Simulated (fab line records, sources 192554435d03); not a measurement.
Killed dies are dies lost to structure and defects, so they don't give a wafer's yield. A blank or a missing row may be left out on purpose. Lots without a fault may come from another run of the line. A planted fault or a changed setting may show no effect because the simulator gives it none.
A struck lot beside a sound one | flow n5_finfet | 15 steps out of a route of 1938
Sound: wafers L365.1, L365.3, L365.5. Struck: wafer L378.2. (L378.6 of the same lot was not struck and is left out.) The cause comes at the end.
At each step with rows: each side's tool, then ch and its chambers, then its first start. Under that, the readings that differ: sound wafers | struck wafers | difference of the means | sigmas: that difference in standard deviations of wafers without a fault.
alike: readings whose means differ by less than 2 such deviations, and words and numbers that are the same on both sides. not compared: withheld readings, readings that some wafer has no value for, bounds like >300 that may hide the same value, and numbers for which the record gives no deviation and whose values overlap.
The two part at a step that has a row with sigmas, a row that says differs or no value, or rows on one side only. Numbers that don't overlap but have no deviation are shown without sigmas and don't part them. A reading that every wafer of one side lacks parts them only if that side has two wafers or more.

first, 6 steps without rows for these wafers: N5_BEOL_M7_COAT_22 (resist thk 30 nm); N5_BEOL_M7_EBR_24; N5_BEOL_M7_SOFTBAKE_23 (time 60 s); N5_BEOL_M7_EXPOSE_25 (exposes mask V6, target cd 40 nm); N5_BEOL_M7_PEB_26 (peb time 60 s); N5_BEOL_M7_DEVELOP_27 (develop time 30 s).
N5_BEOL_M7_CD_MEAS_28: target cd 40 nm.
  sound on cd_sem-02 ch 0, day 11 01:33; struck on cd_sem-03 ch 0, day 14 19:34
  alike: cd_nm
N5_BEOL_M7_OVL_MEAS_29:
  sound on overlay-02 ch 0, day 11 01:35; struck on overlay-02 ch 0, day 14 19:37
  alike: V6_OVL
N5_BEOL_M7_INSPECT_30: inspects for defects (brightfield).
  sound on defect_inspect-02, day 11 01:38; struck on defect_inspect-02, day 14 19:40
  alike: raw_defect_count
N5_BEOL_M7_DESCUM_33: chemistry O2, time 7 s.
  sound on rie_diel-04 ch 0,2,3, day 11 01:41; struck on rie_diel-04 ch 0, day 14 19:41
  alike: drypump_motor_current_A, oes_product_au, rf_vpp_V, showerhead_plenum_p_Torr, throttle_valve_pct
  not compared: rf_hours_counter_h
N5_BEOL_M7_ETCH_72: etches underlayer in N2/H2, target depth 6.5 nm, time 5.2 s.
  sound on rie_diel-04 ch 0,2,3, day 11 01:43; struck on rie_diel-04 ch 0, day 14 19:44
  alike: drypump_motor_current_A, etch_rf_on_time_s, oes_product_au, rf_vpp_V, showerhead_plenum_p_Torr, throttle_valve_pct
  not compared: rf_hours_counter_h
N5_BEOL_M7_ETCH_65: etches SiARC in CF4, target depth 15.6 nm, time 26 s.
  sound on rie_diel-04 ch 0,2,3, day 11 01:44; struck on rie_diel-04 ch 0, day 14 19:44
  alike: drypump_motor_current_A, etch_rf_on_time_s, oes_product_au, rf_vpp_V, showerhead_plenum_p_Torr, throttle_valve_pct
  not compared: rf_hours_counter_h
N5_BEOL_M7_ETCH_66: etches SOC in N2/H2, target depth 80 nm, overetch 16 nm, time 120 s.
  sound on rie_diel-04 ch 0,2,3, day 11 01:46; struck on rie_diel-04 ch 0, day 14 19:46
  reading          | sound             | struck | difference | sigmas
  run_length_s (s) | 142.9 143.1 143.4 | 135.8  | -7.3       | -18
  alike: drypump_motor_current_A, oes_product_au, rf_vpp_V, showerhead_plenum_p_Torr, throttle_valve_pct
  not compared: rf_hours_counter_h
then, 1 step without rows for these wafers: N5_BEOL_M7_STRIP_69 (strips in N2/H2).
N5_PASSIVATION_PROBE_49:
  the record has rows for the sound wafers here (prober-01, day 14 06:25) and none for the struck ones

WHERE THEY PART
First at N5_BEOL_M7_ETCH_66; last, within this record, at N5_PASSIVATION_PROBE_49.

WHY: what the simulator had put in
Process parameter drift: rie_diel-04, from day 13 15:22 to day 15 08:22, at N5_BEOL_M7_ETCH_66. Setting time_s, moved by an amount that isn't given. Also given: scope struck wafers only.
